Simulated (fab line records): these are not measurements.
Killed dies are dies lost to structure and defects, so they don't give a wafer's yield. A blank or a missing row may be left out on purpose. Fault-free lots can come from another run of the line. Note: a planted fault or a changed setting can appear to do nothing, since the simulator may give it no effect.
Chamber matching / flow nand_harc / NHARC_P_CONTACT_CMP_01 on cmp-04 has 4 sister chambers
The step polishes SiO2, target thk 200 nm. 30 wafers are shown with their chamber, then 12 later ones without.

WAFERS WITH THEIR CHAMBER
wafer=L074.1; chamber=3; motor_current_A (A)=11.3
wafer=L074.3; chamber=0; motor_current_A (A)=12.4
wafer=L074.5; chamber=2; motor_current_A (A)=11.6
wafer=L079.2; chamber=2; motor_current_A (A)=11.4
wafer=L079.3; chamber=3; motor_current_A (A)=11.1
wafer=L079.5; chamber=2; motor_current_A (A)=11.4
wafer=L079.1; chamber=0; motor_current_A (A)=11.4
wafer=L079.4; chamber=1; motor_current_A (A)=11.0
wafer=L079.6; chamber=3; motor_current_A (A)=10.5
wafer=L081.1; chamber=3; motor_current_A (A)=11.3
wafer=L081.3; chamber=0; motor_current_A (A)=12.3
wafer=L081.6; chamber=1; motor_current_A (A)=10.7
wafer=L085.1; chamber=2; motor_current_A (A)=11.2
wafer=L085.3; chamber=0; motor_current_A (A)=12.3
wafer=L085.4; chamber=1; motor_current_A (A)=10.7
wafer=L084.1; chamber=0; motor_current_A (A)=12.4
wafer=L084.4; chamber=3; motor_current_A (A)=11.7
wafer=L084.5; chamber=0; motor_current_A (A)=12.1
wafer=L084.2; chamber=2; motor_current_A (A)=11.1
wafer=L084.3; chamber=1; motor_current_A (A)=9.9
wafer=L084.6; chamber=1; motor_current_A (A)=10.5
wafer=L088.2; chamber=3; motor_current_A (A)=11.0
wafer=L088.5; chamber=0; motor_current_A (A)=12.7
wafer=L088.6; chamber=1; motor_current_A (A)=10.5
wafer=L092.1; chamber=0; motor_current_A (A)=12.6
wafer=L092.2; chamber=3; motor_current_A (A)=11.0
wafer=L092.4; chamber=1; motor_current_A (A)=10.6
wafer=L093.1; chamber=3; motor_current_A (A)=11.3
wafer=L093.2; chamber=1; motor_current_A (A)=11.2
wafer=L093.3; chamber=2; motor_current_A (A)=11.0

SIGNATURES (averages over the wafers above)
reading=motor_current_A; chamber 0=12.275; chamber 1=10.637; chamber 2=11.283; chamber 3=11.150; scatter within a chamber=0.353
Rule: for a wafer and a chamber, the distance is found by dividing, reading by reading, the gap between the wafer's reading and the chamber's mean by the reading's scatter, squaring, summing and taking the root. If the next closest chamber is less than 2 further off than the closest, the wafer can't be placed; otherwise it belongs to the closest. The scatter: take each reading less its chamber's mean, square it, sum over the shown wafers, divide by the number of wafers less the number of chambers, and take the root.

WAFERS WHOSE CHAMBER IS MISSING
wafer=L094.1; motor_current_A (A)=10.9
wafer=L094.3; motor_current_A (A)=10.6
wafer=L094.5; motor_current_A (A)=11.7
wafer=L097.1; motor_current_A (A)=11.1
wafer=L097.2; motor_current_A (A)=10.6
wafer=L097.3; motor_current_A (A)=11.3
wafer=L097.4; motor_current_A (A)=12.5
wafer=L097.5; motor_current_A (A)=10.8
wafer=L097.6; motor_current_A (A)=11.9
wafer=L096.1; motor_current_A (A)=10.4
wafer=L096.4; motor_current_A (A)=11.9
wafer=L096.5; motor_current_A (A)=11.6

THE CHAMBER EACH PASSED THROUGH
wafer=L094.1; from the rows above=can't be placed: 3 or 1 or 2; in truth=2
wafer=L094.3; from the rows above=can't be placed: 1 or 3 or 2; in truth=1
wafer=L094.5; from the rows above=can't be placed: 2 or 3 or 0 or 1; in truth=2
wafer=L097.1; from the rows above=can't be placed: 3 or 2 or 1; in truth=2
wafer=L097.2; from the rows above=can't be placed: 1 or 3 or 2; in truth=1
wafer=L097.3; from the rows above=can't be placed: 2 or 3 or 1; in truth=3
wafer=L097.4; from the rows above=0; in truth=0
wafer=L097.5; from the rows above=can't be placed: 1 or 3 or 2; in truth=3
wafer=L097.6; from the rows above=can't be placed: 0 or 2 or 3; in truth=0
wafer=L096.1; from the rows above=can't be placed: 1 or 3 or 2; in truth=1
wafer=L096.4; from the rows above=can't be placed: 0 or 2 or 3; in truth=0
wafer=L096.5; from the rows above=can't be placed: 2 or 3 or 0 or 1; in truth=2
Correctly placed: 1 of 12. These rows do not allow placing 11 (true chamber among the candidates in 11). Number placed wrongly: 0.
